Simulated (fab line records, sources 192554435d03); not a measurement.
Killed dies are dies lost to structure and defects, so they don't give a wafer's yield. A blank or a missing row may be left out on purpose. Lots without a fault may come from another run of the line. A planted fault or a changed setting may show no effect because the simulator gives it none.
fab line records | flow n5_finfet
record lots=5 wafers=15 last_day=17
route steps=1938 shown SD_EPI_P@322 SD_ACTIVATION@330 ILD0@335 SDB@347
lots that met no fault: from a run of the same line without faults
start_h: hours from the record's first day to the start of the lot's first wafer shown | wait_h: hours since the lot's step before | " the same as in the row above | L1.1+2: a row that stands for several wafers | - no value, or no start given | * or withheld: withheld | < > ~ a bound
route shown NAME@n: a module of which the file shows steps, and the number in the route of the first | usual: mean/standard deviation of fault-free wafers | same: alike in all rows | chamber/n: place in a boat | sites: the reading at each site | _std_site: their standard deviation | _edge_site: outer sites' mean less inner sites' | radius_mm: how far each site lies from the wafer's centre | mask NAME#n: copy n | behind: the tool/chamber that last shaped the wafer | hold: why the lot was held/for how many hours/how that ended | device: the transistor (n, p or np) that didn't switch | end of line: the same wafers' tests at the end of the route | a step without rows: its recipe alone | killed: dies lost to structure and defects at the first sort, not the wafer's yield | map: a wafer's dies, x killed, . not, _ none there
set.NAME: the setting as run; set.NAME@STEP: as run at that earlier step | model.NAME: the simulator's own value behind a step, which no gauge read
lots at some steps of the route; a table a step, a row a wafer
services: from which hour (start_h, from the record's first day; less than 0 if before it) a tool's chamber was out of use, for how many hours, and why
## steps
# step N5_SD_EPI_P_EPI_MEAS_23
# recipe mode=xrd
# usual thk_nm=61.4/1.2
# columns lot.wafer tool chamber start_h wait_h thk_nm
L082.2 film_metro-02 - 105.43 1.5 61.1
L082.4 " - " " 62.9
L082.6 " - " " 59.5
L083.1 film_metro-02 - 113.86 1.8 61.4
L083.3 " - " " 62.5
L083.4 " - " " 62.6
L090.3 film_metro-01 - 159.07 1.1 61.4
L090.4 " - " " 61.8
L090.5 " - " " 60.6
L091.2 film_metro-01 - 160.96 2.0 58.9
L091.3 " - " " 60.7
L091.5 " - " " 61.3
L096.4 film_metro-01 - 191.03 1.0 60.0
L096.5 " - " " 60.6
L096.6 " - " " 60.2
# step N5_SD_EPI_P_HM_STRIP_48
# recipe chemistry=H3PO4 temp_c=160 material=SiNx target=SiNx target_depth_a=30 overetch_fraction=0.3
# columns lot.wafer tool chamber start_h wait_h
L082.2+4+6 wet_bench-05 3,1,7 105.47 0.0
L083.1+3+4 wet_bench-05 5,4,6 113.90 0.0
L090.3+4+5 wet_bench-01 0,5,2 159.10 0.0
L091.2+3+5 wet_bench-05 5,0,6 161.00 0.0
L096.4+5+6 wet_bench-02 7,5,1 191.07 0.0
# step N5_SD_EPI_P_SRD_49
# recipe dry=ipa_marangoni time_s=30 temp_c=23 rinse_liquid=diw
# columns lot.wafer tool chamber start_h wait_h
L082.2+4+6 wet_bench-05 3,1,7 105.52 0.0
L083.1+3+4 wet_bench-05 5,4,6 113.95 0.0
L090.3+4+5 wet_bench-01 0,5,2 159.15 0.0
L091.2+3+5 wet_bench-05 5,0,6 161.05 0.0
L096.4+5+6 wet_bench-02 7,5,1 191.12 0.0
# step N5_SD_EPI_P_PRECLEAN_24
# recipe chemistry=O3/DIW time_s=45 temp_c=22 o3_ppm=10
# columns lot.wafer tool chamber start_h wait_h
L082.2+4+6 wet_bench-05 3,1,7 105.54 0.0
L083.1+3+4 wet_bench-05 5,4,6 113.97 0.0
L090.3+4+5 wet_bench-01 0,5,2 159.17 0.0
L091.2+3+5 wet_bench-05 5,0,6 161.07 0.0
L096.4+5+6 wet_bench-02 7,5,1 191.14 0.0
# step N5_SD_EPI_P_PRECLEAN_32
# recipe chemistry=dHF time_s=10 dilution=500:1 temp_c=25
# columns lot.wafer tool chamber start_h wait_h
L082.2+4+6 wet_bench-05 3,1,7 105.55 0.0
L083.1+3+4 wet_bench-05 5,4,6 113.98 0.0
L090.3+4+5 wet_bench-01 0,5,2 159.18 0.0
L091.2+3+5 wet_bench-05 5,0,6 161.08 0.0
L096.4+5+6 wet_bench-02 7,5,1 191.15 0.0
# step N5_SD_EPI_P_PRECLEAN_33
# recipe chemistry=SC2 time_s=45 temp_c=35 mix=1:1:50
# columns lot.wafer tool chamber start_h wait_h
L082.2+4+6 wet_bench-05 3,1,7 105.55 0.0
L083.1+3+4 wet_bench-05 5,4,6 113.98 0.0
L090.3+4+5 wet_bench-01 0,5,2 159.19 0.0
L091.2+3+5 wet_bench-05 5,0,6 161.08 0.0
L096.4+5+6 wet_bench-02 7,5,1 191.15 0.0
# step N5_SD_EPI_P_SRD_25
# recipe time_s=30 temp_c=23 rinse_liquid=diw dry=ipa_marangoni
# columns lot.wafer tool chamber start_h wait_h
L082.2+4+6 wet_bench-05 3,1,7 105.56 0.0
L083.1+3+4 wet_bench-05 5,4,6 114.00 0.0
L090.3+4+5 wet_bench-01 0,5,2 159.20 0.0
L091.2+3+5 wet_bench-05 5,0,6 161.10 0.0
L096.4+5+6 wet_bench-02 7,5,1 191.17 0.0
# step N5_SD_EPI_P_INSPECT_26
# recipe inspect_instrument=darkfield mode=post_epi
# usual raw_defect_count=177/34
# columns lot.wafer tool chamber start_h wait_h raw_defect_count
L082.2 defect_inspect-01 - 105.61 0.0 211
L082.4 " - " " 248
L082.6 " - " " 203
L083.1 defect_inspect-02 - 114.04 0.0 193
L083.3 " - " " 190
L083.4 " - " " 166
L090.3 defect_inspect-01 - 159.24 0.0 181
L090.4 " - " " 162
L090.5 " - " " 154
L091.2 defect_inspect-02 - 161.14 0.0 190
L091.3 " - " " 192
L091.5 " - " " 193
L096.4 defect_inspect-01 - 191.21 0.0 112
L096.5 " - " " 168
L096.6 " - " " 165
# step N5_SD_ACTIVATION_RTA_00
# recipe temp_c=975 time_s=0 ambient=N2 idle_temp_c=600 ramp_up_c_per_s=150 ramp_down_c_per_s=60 cool_to_c=600
# usual lamp_power_pct=8.95/0.056 lamp_zone_5_pct=8.949/0.029 wafer_temp_C_max=974.7/1.8
# columns lot.wafer tool chamber start_h wait_h lamp_power_pct lamp_zone_5_pct wafer_temp_C_max
L082.2 rtp_anneal-02 0 105.66 0.1 9.02 8.950 975.9
L082.4 " 0 " " 8.95 8.961 972.6
L082.6 " 0 " " 9.05 8.908 976.7
L083.1 rtp_anneal-02 0 114.15 0.1 8.88 8.926 975.3
L083.3 " 0 " " 8.98 8.935 970.6
L083.4 " 0 " " 8.85 8.932 973.5
L090.3 rtp_anneal-02 0 159.44 0.2 8.94 8.956 976.0
L090.4 " 0 " " 8.92 8.954 973.1
L090.5 " 0 " " 8.96 8.933 975.7
L091.2 rtp_anneal-02 0 162.14 1.0 8.80 8.963 975.5
L091.3 " 0 " " 8.93 8.943 971.9
L091.5 " 0 " " 9.06 8.908 977.1
L096.4 rtp_anneal-01 0 191.50 0.3 8.96 8.905 974.4
L096.5 " 0 " " 8.93 8.893 975.4
L096.6 " 0 " " 9.02 8.983 975.8
# step N5_SD_ACTIVATION_LSA_01
# recipe temp_c=1080 time_s=0.0008 ambient=N2
# usual wafer_temp_C_max=1086.3/2.7
# columns lot.wafer tool chamber start_h wait_h wafer_temp_C_max
L082.2 laser_anneal-01 0 105.86 0.2 1089.9
L082.4 " 0 " " 1092.0
L082.6 " 0 " " 1088.3
L083.1 laser_anneal-02 0 114.35 0.2 1085.3
L083.3 " 0 " " 1083.8
L083.4 " 0 " " 1083.4
L090.3 laser_anneal-01 0 159.64 0.2 1089.3
L090.4 " 0 " " 1092.0
L090.5 " 0 " " 1089.4
L091.2 laser_anneal-02 0 162.34 0.2 1084.1
L091.3 " 0 " " 1084.4
L091.5 " 0 " " 1084.4
L096.4 laser_anneal-01 0 191.70 0.2 1086.4
L096.5 " 0 " " 1086.7
L096.6 " 0 " " 1087.4
# step N5_SD_ACTIVATION_RS_MEAS_03
# recipe thk_meas_gauge=four-point-probe
# usual RS_SD_N=21.9/0.3 RS_SD_P=56.1/0.82
# columns lot.wafer tool chamber start_h wait_h RS_SD_N[ohm/sq] RS_SD_P[ohm/sq]
L082.2 film_metro-02 - 106.06 0.2 21.8 56.4
L082.4 " - " " 21.4 56.5
L082.6 " - " " 21.5 57.9
L083.1 film_metro-02 - 114.55 0.2 21.8 56.1
L083.3 " - " " 21.6 56.1
L083.4 " - " " 21.9 55.4
L090.3 film_metro-02 - 159.82 0.2 21.6 55.3
L090.4 " - " " 21.6 56.4
L090.5 " - " " 21.7 55.8
L091.2 film_metro-01 - 162.53 0.2 21.8 56.6
L091.3 " - " " 22.4 57.2
L091.5 " - " " 21.9 56.6
L096.4 film_metro-01 - 191.87 0.1 22.0 56.4
L096.5 " - " " 22.0 55.8
L096.6 " - " " 21.7 56.6
# step N5_SD_ACTIVATION_INSPECT_02
# recipe inspect_instrument=darkfield mode=post_anneal
# usual raw_defect_count=176/32
# columns lot.wafer tool chamber start_h wait_h raw_defect_count
L082.2 defect_inspect-01 - 106.36 0.1 215
L082.4 " - " " 236
L082.6 " - " " 192
L083.1 defect_inspect-01 - 114.87 0.2 185
L083.3 " - " " 173
L083.4 " - " " 161
L090.3 defect_inspect-02 - 160.10 0.1 181
L090.4 " - " " 174
L090.5 " - " " 178
L091.2 defect_inspect-02 - 162.83 0.1 190
L091.3 " - " " 192
L091.5 " - " " 189
L096.4 defect_inspect-01 - 192.14 0.1 112
L096.5 " - " " 162
L096.6 " - " " 170
# step N5_ILD0_LINER_00
# recipe material=SiNx target_thk_a=40 temp_c=400 ald_precursor_family=SiH2I2 ald_co_reactant=N2/H2-plasma pulse_time_s=1 purge_time_s=2 co_reactant_purge_time_s=2 ald_cycles=80 pressure_torr=2
# usual heater_power_w=830/63 precursor_pulse_height_rel=1.000/0.018
# columns lot.wafer tool chamber start_h wait_h heater_power_w precursor_pulse_height_rel
L082.2 ald_sin-02 1 106.39 0.0 793 0.995
L082.4 " 0 " " 774 1.025
L082.6 " 0 " " 765 1.036
L083.1 ald_sin-01 2 114.91 0.0 922 0.986
L083.3 " 3 " " 909 0.995
L083.4 " 1 " " 779 1.054
L090.3 ald_sin-04 0 160.41 0.3 850 0.983
L090.4 " 3 " " 891 1.014
L090.5 " 2 " " 855 0.989
L091.2 ald_sin-02 3 162.87 0.0 811 0.984
L091.3 " 2 " " 684 0.987
L091.5 " 3 " " 828 1.002
L096.4 ald_sin-04 1 192.30 0.2 759 0.989
L096.5 " 0 " " 772 1.030
L096.6 " 3 " " 877 1.021
# step N5_ILD0_FCVD_FILL_01
# recipe material=SiO2_flowable target_thk_a=2000 temp_c=100 pressure_torr=0.8 rf_w=2000 time_s=328.3
# columns lot.wafer tool chamber start_h wait_h
L082.2+4+6 fcvd-02 1,0,1 106.81 0.2
L083.1+3+4 fcvd-01 1 115.32 0.2
L090.3+4+5 fcvd-01 0,1,1 160.94 0.3
L091.2+3+5 fcvd-01 1,0,1 163.28 0.2
L096.4+5+6 fcvd-02 1,1,0 192.83 0.3
# step N5_ILD0_CURE_02
# recipe temp_c=450 time_s=1800 ambient=steam idle_temp_c=400 ramp_up_c_per_min=5 ramp_down_c_per_min=3 densification_p_h2o_torr=640
# columns lot.wafer tool chamber start_h wait_h
L082.2+4+6 furnace-03 0 107.61 0.7
L083.1+3+4 furnace-02 0 116.08 0.6
L090.3+4+5 furnace-02 0 161.22 0.2
L091.2+3+5 furnace-03 0 163.68 0.3
L096.4+5+6 furnace-01 0 193.11 0.2
# step N5_ILD0_CMP_03
# recipe stop_on=SiNx t_overpolish_s=1.9 post_cmp_clean=alkaline_brush down_force_psi=4.1491 platen_rpm=51.796 pad_velocity_m_s=1.0306 target_thk_nm=197.38
# usual motor_current_A=12.1/1.5 overpolish_run_s=1.900/0.0097 slurry_flow_ml_min=149.9/0.46 time_to_endpoint_s=68.6/2.7
# columns lot.wafer tool chamber start_h wait_h motor_current_A overpolish_run_s slurry_flow_ml_min time_to_endpoint_s
L082.2 cmp-03 1 109.16 0.0 10.6 1.877 150.1 68.0
L082.4 " 3 " " 15.9 1.908 150.8 67.8
L082.6 " 1 " " 10.9 1.904 150.4 68.8
L083.3 cmp-02 0 117.63 0.0 11.0 1.903 149.1 67.1
L083.4 " 1 " " 11.5 1.881 150.2 69.4
L083.1 " 3 " " 12.3 1.892 149.9 65.5
L090.3 cmp-02 2 162.77 0.0 10.8 1.904 149.2 66.6
L090.4 " 1 " " 11.3 1.918 149.8 65.0
L090.5 " 3 " " 12.3 1.908 148.8 66.2
L091.3 cmp-02 3 165.23 0.0 11.8 1.917 149.3 66.3
L091.2 " 0 " " 11.2 1.885 150.8 70.7
L091.5 " 3 " " 12.3 1.916 150.2 68.1
L096.4 cmp-01 1 194.66 0.0 11.2 1.917 151.0 70.0
L096.5 " 1 " " 10.4 1.894 150.6 66.9
L096.6 " 2 " " 10.8 1.907 149.8 70.4
# step N5_ILD0_THK_MEAS_04
# usual thk_nm=197.1/1.1
# columns lot.wafer tool chamber start_h wait_h thk_nm
L082.2 film_metro-02 - 109.46 - 196.5
L082.4 " - " " 197.9
L082.6 " - " " 197.1
L083.1 film_metro-02 - 117.93 - 197.9
L083.3 " - " " 196.0
L083.4 " - " " 196.2
L090.3 film_metro-02 - 163.07 - 196.1
L090.4 " - " " 197.2
L090.5 " - " " 196.8
L091.2 film_metro-01 - 165.53 - 194.8
L091.3 " - " " 195.2
L091.5 " - " " 195.8
L096.4 film_metro-02 - 194.96 - 195.7
L096.5 " - " " 197.0
L096.6 " - " " 196.8
# step N5_ILD0_CMP_07
# recipe stop_on=poly-Si material=SiO2_flowable t_overpolish_s=1.18 post_cmp_clean=alkaline_brush down_force_psi=4.1491 platen_rpm=51.796 pad_velocity_m_s=1.0306 target_thk_nm=138.88
# usual motor_current_A=11.9/1.3 slurry_flow_ml_min=150.0/0.48
# columns lot.wafer tool chamber start_h wait_h motor_current_A slurry_flow_ml_min
L082.4 cmp-02 0 109.56 0.1 10.8 150.0
L082.2 " 1 " " 11.3 149.4
L082.6 " 3 " " 11.5 150.2
L083.4 cmp-01 3 117.96 0.0 10.9 149.5
L083.1 " 0 " " 12.6 149.9
L083.3 " 1 " " 11.0 149.9
L090.3 cmp-02 2 163.10 0.0 10.6 149.9
L090.4 " 0 " " 10.4 150.3
L090.5 " 2 " " 11.1 150.6
L091.2 cmp-01 0 165.76 0.2 11.9 150.1
L091.3 " 1 " " 10.8 150.6
L091.5 " 2 " " 11.5 149.7
L096.4 cmp-02 0 194.99 0.0 10.4 150.4
L096.5 " 0 " " 10.6 149.9
L096.6 " 1 " " 10.9 151.0
# step N5_ILD0_THK_MEAS_08
# usual thk_nm=138.9/0.91
# columns lot.wafer tool chamber start_h wait_h thk_nm
L082.2 film_metro-02 - 109.78 - 139.7
L082.4 " - " " 139.1
L082.6 " - " " 138.3
L083.1 film_metro-02 - 118.26 - 138.9
L083.3 " - " " 139.9
L083.4 " - " " 139.4
L090.3 film_metro-02 - 163.39 - 138.3
L090.4 " - " " 139.4
L090.5 " - " " 137.4
L091.2 film_metro-01 - 165.98 - 140.1
L091.3 " - " " 139.5
L091.5 " - " " 139.4
L096.4 film_metro-02 - 195.29 - 139.0
L096.5 " - " " 138.5
L096.6 " - " " 139.2
# step N5_ILD0_PRECLEAN_10
# recipe chemistry=NF3:NH3 afs_cycles=5 time_s=20 temp_c=30 sublimation_temp_c=180 sublimation_time_s=60 pressure_torr=3 rf_power_w=30
# usual rf_power_w=30.01/0.087
# columns lot.wafer tool chamber start_h wait_h rf_power_w
L082.2 remote_plasma-01 1 109.93 0.1 30.09
L082.4 " 1 " " 29.95
L082.6 " 1 " " 30.09
L083.1 remote_plasma-02 0 118.29 0.0 30.09
L083.3 " 0 " " 30.15
L083.4 " 0 " " 30.02
L090.3 remote_plasma-02 0 163.66 0.3 30.08
L090.4 " 0 " " 29.89
L090.5 " 0 " " 29.91
L091.2 remote_plasma-02 0 166.13 0.1 29.99
L091.3 " 0 " " 30.00
L091.5 " 0 " " 30.01
L096.4 remote_plasma-02 1 195.65 0.4 30.05
L096.5 " 1 " " 29.93
L096.6 " 1 " " 30.02
# step N5_ILD0_ALD_15
# recipe material=SiNx target_thk_a=240 temp_c=400 ald_precursor_family=SiH2I2 ald_co_reactant=N2/H2-plasma pulse_time_s=1 ald_cycles=480 purge_time_s=2 co_reactant_purge_time_s=2 pressure_torr=2
# usual heater_power_w=838/61 precursor_pulse_height_rel=1.002/0.018
# columns lot.wafer tool chamber start_h wait_h heater_power_w precursor_pulse_height_rel
L082.2 ald_sin-01 0 110.80 0.8 824 1.003
L082.4 " 2 " " 935 0.968
L082.6 " 3 111.88 1.4 932 1.017
L083.1 ald_sin-02 2 119.10 0.7 697 1.005
L083.3 " 1 " " 793 1.000
L083.4 " 0 " " 787 1.016
L090.3 ald_sin-01 1 164.12 0.4 782 1.003
L090.4 " 0 165.20 1.3 803 0.975
L090.5 " 1 " " 806 1.011
L091.2 ald_sin-04 1 166.70 0.5 806 0.994
L091.3 " 3 " " 886 1.014
L091.5 " 0 167.79 1.2 871 0.972
L096.4 ald_sin-02 2 196.01 0.3 684 0.996
L096.5 " 0 197.10 1.2 783 1.056
L096.6 " 3 " " 804 1.039
# step N5_ILD0_CMP_12
# recipe stop_on=poly-Si material=SiNx t_overpolish_s=6 post_cmp_clean=alkaline_brush down_force_psi=2.5 platen_rpm=51.8 pad_velocity_m_s=1.0307 target_thk_nm=17.67
# usual motor_current_A=9.0/1.2 overpolish_run_s=6.000/0.0087 slurry_flow_ml_min=149.9/0.47 time_to_endpoint_s=28.2/2.2
# columns lot.wafer tool chamber start_h wait_h motor_current_A overpolish_run_s slurry_flow_ml_min time_to_endpoint_s
L082.2 cmp-03 1 113.00 1.1 7.8 5.996 150.7 30.0
L082.4 " 0 " " 9.8 6.018 149.8 25.3
L082.6 " 2 " " 9.7 6.001 150.1 27.9
L083.3 cmp-01 3 121.35 1.2 8.3 5.999 149.7 31.9
L083.1 " 0 " " 9.3 5.994 150.2 30.0
L083.4 " 1 " " 8.3 6.003 150.6 29.1
L090.4 cmp-03 3 166.32 0.0 11.4 6.007 149.8 31.6
L090.3 " 1 " " 8.1 5.991 149.7 32.8
L090.5 " 0 " " 9.8 5.994 150.2 29.7
L091.3 cmp-03 3 168.90 1.1 11.8 5.995 149.7 26.5
L091.2 " 2 " " 10.2 6.009 150.0 28.5
L091.5 " 0 " " 9.8 6.009 149.7 26.6
L096.4 cmp-02 1 198.38 1.3 8.1 6.015 149.7 25.3
L096.6 " 3 " " 9.3 6.007 149.2 25.9
L096.5 " 0 " " 7.3 6.001 150.0 27.4
# step N5_ILD0_THK_MEAS_13
# usual thk_nm=17.5/0.88
# columns lot.wafer tool chamber start_h wait_h thk_nm
L082.2 film_metro-01 - 113.29 - 18.5
L082.4 " - " " 17.9
L082.6 " - " " 18.2
L083.1 film_metro-02 - 121.60 - 18.1
L083.3 " - " " 18.8
L083.4 " - " " 18.3
L090.3 film_metro-01 - 166.62 - 17.2
L090.4 " - " " 18.6
L090.5 " - " " 17.9
L091.2 film_metro-01 - 169.20 - 18.3
L091.3 " - " " 18.2
L091.5 " - " " 17.1
L096.4 film_metro-01 - 198.61 - 16.1
L096.5 " - " " 16.8
L096.6 " - " " 16.8
# step N5_ILD0_INSPECT_06
# recipe inspect_instrument=darkfield mode=post_cmp
# usual raw_defect_count=41/19
# columns lot.wafer tool chamber start_h wait_h raw_defect_count
L082.2 defect_inspect-02 - 113.32 0.0 17
L082.4 " - " " 20
L082.6 " - " " 21
L083.1 defect_inspect-02 - 121.63 0.0 52
L083.3 " - " " 25
L083.4 " - " " 53
L090.3 defect_inspect-01 - 166.64 0.0 47
L090.4 " - " " 35
L090.5 " - " " 51
L091.2 defect_inspect-01 - 169.22 0.0 29
L091.3 " - " " 27
L091.5 " - " " 39
L096.4 defect_inspect-02 - 198.63 0.0 60
L096.5 " - " " 39
L096.6 " - " " 38
# step N5_SDB_HM_DEP_00
# recipe material=SiNx target_thk_a=400 temp_c=400 precursor=SiH4/NH3/N2 pressure_torr=1.5 rf_w=300 time_s=35.3
# usual heater_power_w=783/83 showerhead_plenum_p_Torr=5.16/0.053 throttle_valve_pct=39.5/2.5
# columns lot.wafer tool chamber start_h wait_h heater_power_w showerhead_plenum_p_Torr throttle_valve_pct
L082.2 pecvd-01 1 113.35 0.0 720 5.06 38.9
L082.4 " 1 " " 713 5.06 39.0
L082.6 " 0 " " 870 5.10 43.3
L083.1 pecvd-04 2 121.66 0.0 859 5.18 37.0
L083.3 " 1 " " 608 5.18 38.3
L083.4 " 1 " " 635 5.18 38.1
L090.3 pecvd-01 1 166.68 0.0 728 5.05 38.9
L090.4 " 0 " " 825 5.09 43.0
L090.5 " 2 " " 778 5.20 38.8
L091.2 pecvd-04 1 169.26 0.0 664 5.17 38.1
L091.3 " 0 " " 828 5.13 43.3
L091.5 " 1 " " 678 5.19 38.3
L096.4 pecvd-04 2 198.70 0.1 849 5.17 37.5
L096.5 " 1 " " 682 5.18 38.1
L096.6 " 0 " " 913 5.14 43.4
# step N5_SDB_COAT_03
# recipe resist=SOC temp_c=250 time_s=60 spin_rpm=1500 resist_thk_nm=100
# usual heater_power_total_W=500.5/1.8
# columns lot.wafer tool chamber start_h wait_h heater_power_total_W
L082.2 litho_track-03 0 113.44 0.1 497.4
L082.4 " 0 " " 499.5
L082.6 " 0 " " 497.8
L083.1 litho_track-03 0 121.75 0.1 497.6
L083.3 " 0 " " 502.4
L083.4 " 0 " " 500.1
L090.3 litho_track-03 0 166.76 0.1 501.1
L090.4 " 0 " " 498.8
L090.5 " 0 " " 497.5
L091.2 litho_track-03 0 169.34 0.1 502.5
L091.3 " 0 " " 497.5
L091.5 " 0 " " 501.5
L096.4 litho_track-05 0 198.75 0.0 500.0
L096.5 " 0 " " 503.2
L096.6 " 0 " " 501.6
# step N5_SDB_COAT_04
# recipe resist=SiARC temp_c=220 time_s=60 spin_rpm=1500 resist_thk_nm=18
# usual heater_power_total_W=427.7/2.2
# columns lot.wafer tool chamber start_h wait_h heater_power_total_W
L082.2 litho_track-03 0 - - 425.7
L082.4 " 0 " " 427.1
L082.6 " 0 " " 428.5
L083.1 litho_track-03 0 - - 428.3
L083.3 " 0 " " 427.4
L083.4 " 0 " " 424.6
L090.3 litho_track-03 0 - - 429.1
L090.4 " 0 " " 428.9
L090.5 " 0 " " 427.3
L091.2 litho_track-03 0 - - 426.5
L091.3 " 0 " " 429.4
L091.5 " 0 " " 424.3
L096.4 litho_track-05 0 - - 426.0
L096.5 " 0 " " 428.2
L096.6 " 0 " " 428.5
# step N5_SDB_COAT_05
# recipe resist=CAR-ArF spin_rpm=1500 resist_thk_nm=90
# columns lot.wafer tool chamber start_h wait_h
L082.2+4+6 litho_track-03 0 - -
L083.1+3+4 litho_track-03 0 - -
L090.3+4+5 litho_track-03 0 - -
L091.2+3+5 litho_track-03 0 - -
L096.4+5+6 litho_track-05 0 - -
# step N5_SDB_EBR_07
# recipe solvent=PGMEA ebr_width_mm=1.5
# same ebr_width_mm=1.5
# columns lot.wafer tool chamber start_h wait_h
L082.2+4+6 litho_track-03 0 - -
L083.1+3+4 litho_track-03 0 - -
L090.3+4+5 litho_track-03 0 - -
L091.2+3+5 litho_track-03 0 - -
L096.4+5+6 litho_track-05 0 - -
# step N5_SDB_SOFTBAKE_06
# recipe temp_c=110 time_s=60 resist=CAR-ArF
# usual heater_power_total_W=175.3/1.6
# columns lot.wafer tool chamber start_h wait_h heater_power_total_W
L082.2 litho_track-03 0 - - 173.2
L082.4 " 0 " " 177.4
L082.6 " 0 " " 177.6
L083.1 litho_track-03 0 - - 177.5
L083.3 " 0 " " 175.3
L083.4 " 0 " " 175.6
L090.3 litho_track-03 0 - - 177.5
L090.4 " 0 " " 175.4
L090.5 " 0 " " 174.9
L091.2 litho_track-03 0 - - 177.6
L091.3 " 0 " " 174.9
L091.5 " 0 " " 176.5
L096.4 litho_track-05 0 - - 173.2
L096.5 " 0 " " 173.0
L096.6 " 0 " " 172.9
# step N5_SDB_EXPOSE_08
# recipe mask_id=SDB na=1.35 source_shape=conventional sigma_outer=0.5 polarization=unpolarized dose_mj=49.6
# same na=1.35
# columns lot.wafer tool chamber start_h wait_h mask
L082.2+4+6 arfi_scanner-01 0 113.56 - SDB#0
L083.1+3+4 arfi_scanner-01 0 121.86 - SDB#0
L090.3+4+5 arfi_scanner-01 0 167.01 - SDB#0
L091.2+3+5 arfi_scanner-02 0 169.59 - SDB#0
L096.4+5+6 arfi_scanner-03 0 199.01 - SDB#0
# step N5_SDB_PEB_09
# recipe peb_temp_c=withheld peb_time_s=60 resist=CAR-ArF
# columns lot.wafer tool chamber start_h wait_h
L082.2+4+6 litho_track-03 0 113.61 0.0
L083.1+3+4 litho_track-03 0 121.92 0.1
L090.3+4+5 litho_track-05 0 167.06 0.0
L091.2+3+5 litho_track-05 0 169.64 0.0
L096.4+5+6 litho_track-04 0 199.06 0.0
# step N5_SDB_DEVELOP_10
# recipe develop_time_s=30 developer=TMAH resist=CAR-ArF rinse_liquid=diw dry=air_spin dev_temp_c=23
# columns lot.wafer tool chamber start_h wait_h
L082.2+4+6 litho_track-03 0 - -
L083.1+3+4 litho_track-03 0 - -
L090.3+4+5 litho_track-05 0 - -
L091.2+3+5 litho_track-05 0 - -
L096.4+5+6 litho_track-04 0 - -
# step N5_SDB_CD_MEAS_11
# recipe target_cd_nm=50 landing_energy_ev=500 detector=se_inlens polarity=opening
# usual cd_nm=50.1/0.98
# columns lot.wafer tool chamber start_h wait_h cd_nm
L082.2 cd_sem-01 0 113.68 - 50.4
L082.4 " 0 " " 49.2
L082.6 " 0 " " 49.1
L083.1 cd_sem-01 0 121.99 - 51.1
L083.3 " 0 " " 50.7
L083.4 " 0 " " 51.1
L090.3 cd_sem-01 0 167.13 - 50.2
L090.4 " 0 " " 49.4
L090.5 " 0 " " 51.1
L091.2 cd_sem-01 0 169.71 - 50.0
L091.3 " 0 " " 50.5
L091.5 " 0 " " 49.8
L096.4 cd_sem-02 0 199.12 - 49.9
L096.5 " 0 " " 49.9
L096.6 " 0 " " 50.9
# step N5_SDB_OVL_MEAS_12
# recipe points_per_wafer=44
# usual SDB_OVL=0.3/0.8
# columns lot.wafer tool chamber start_h wait_h SDB_OVL[nm]
L082.2 overlay-01 0 113.71 0.0 0.1
L082.4 " 0 " " -0.8
L082.6 " 0 " " -0.3
L083.1 overlay-02 0 122.02 0.0 -0.1
L083.3 " 0 " " 0.1
L083.4 " 0 " " -0.3
L090.3 overlay-01 0 167.16 0.0 0.6
L090.4 " 0 " " 0.4
L090.5 " 0 " " -0.6
L091.2 overlay-02 0 169.74 0.0 -0.5
L091.3 " 0 " " -0.5
L091.5 " 0 " " 0.4
L096.4 overlay-02 0 199.15 0.0 0.3
L096.5 " 0 " " 0.2
L096.6 " 0 " " 0.9
# step N5_SDB_INSPECT_13
# recipe mode=adi inspect_instrument=brightfield
# usual raw_defect_count=83/35
# columns lot.wafer tool chamber start_h wait_h raw_defect_count
L082.2 defect_inspect-02 - 113.73 0.0 76
L082.4 " - " " 114
L082.6 " - " " 50
L083.1 defect_inspect-01 - 122.04 0.0 80
L083.3 " - " " 38
L083.4 " - " " 49
L090.3 defect_inspect-01 - 167.18 0.0 101
L090.4 " - " " 91
L090.5 " - " " 58
L091.2 defect_inspect-01 - 169.77 0.0 107
L091.3 " - " " 110
L091.5 " - " " 61
L096.4 defect_inspect-02 - 199.17 0.0 66
L096.5 " - " " 71
L096.6 " - " " 102
# step N5_SDB_DESCUM_16
# recipe chemistry=O2 time_s=7.9 source_power_w=50 bias_power_w=20 pressure_mtorr=20 rf_frequency_hz=2.712e+07 temp_c=40 resist=CAR-ArF o2_flow_sccm=225
# usual bias_power_w=20.01/0.058 drypump_motor_current_A=5.7/0.44 oes_product_au=0.75/0.064 rf_vpp_V=242.5/1 showerhead_plenum_p_Torr=2.06/0.031 throttle_valve_pct=20.49/0.22
# columns lot.wafer tool chamber start_h wait_h bias_power_w drypump_motor_current_A oes_product_au rf_hours_counter_h rf_vpp_V showerhead_plenum_p_Torr throttle_valve_pct
L082.2 rie_diel-02 1 114.13 0.4 20.07 6.1 0.74 140 244.0 2.10 20.24
L082.4 " 2 " " 20.05 6.0 0.75 148 243.6 2.09 20.76
L082.6 " 0 " " 20.07 5.6 0.81 - 242.5 2.03 20.43
L083.1 rie_diel-05 0 122.08 0.0 19.96 5.1 0.69 216 243.3 2.08 20.42
L083.3 " 2 " " 20.10 5.2 0.74 152 240.2 2.00 20.47
L083.4 " 3 " " 20.07 5.8 0.72 193 244.2 2.08 20.82
L090.3 rie_diel-01 3 167.34 0.2 20.07 4.8 0.73 192 240.8 2.07 20.57
L090.4 " 1 " " 20.02 5.7 0.69 231 243.7 2.07 20.54
L090.5 " 1 " " 19.97 5.7 0.69 - 243.4 2.07 20.56
L091.2 rie_diel-05 3 170.06 0.3 19.96 5.7 0.72 209 243.3 2.07 20.87
L091.3 " 0 " " 20.03 5.1 0.68 227 243.3 2.08 20.44
L091.5 " 2 " " 20.04 5.2 0.72 - 240.9 2.00 20.50
L096.4 rie_diel-02 2 199.21 0.0 19.88 6.0 0.73 179 243.2 2.08 20.81
L096.5 " 2 " " 19.94 6.0 0.72 - 242.7 2.07 20.81
L096.6 " 1 " " 19.98 6.1 0.72 - 241.8 2.09 20.27
## services
# columns tool chamber start_h hours kind
ald_sin-01 - 81.84 0.7 repair
ald_sin-02 - 85.65 14.0 pm
arfi_scanner-03 - 87.60 1.3 pm
cmp-03 - 105.77 0.9 repair
ald_sin-02 - 108.99 2.8 pm
cmp-03 - 118.45 1.5 repair
cmp-02 - 121.46 6.8 pm
rtp_anneal-02 - 129.34 3.2 pm
fcvd-01 - 129.83 0.2 repair
laser_anneal-02 - 134.59 3.0 pm
arfi_scanner-01 - 136.35 1.3 pm
arfi_scanner-01 - 140.21 0.8 pm
rie_diel-05 0 141.50 9.7 repair
arfi_scanner-01 - 143.81 4.9 pm
cmp-03 - 145.48 0.9 repair
pecvd-01 2 153.56 4.9 repair
ald_sin-01 3 157.56 52.7 repair
rie_diel-05 1 163.92 15.8 repair
cmp-01 - 174.98 4.3 repair
laser_anneal-01 - 178.02 4.2 repair
ald_sin-04 - 178.30 14.0 pm
fcvd-01 - 180.38 6.0 pm
cmp-02 - 183.81 2.2 repair
cmp-01 - 191.12 1.8 repair
## key
fault none
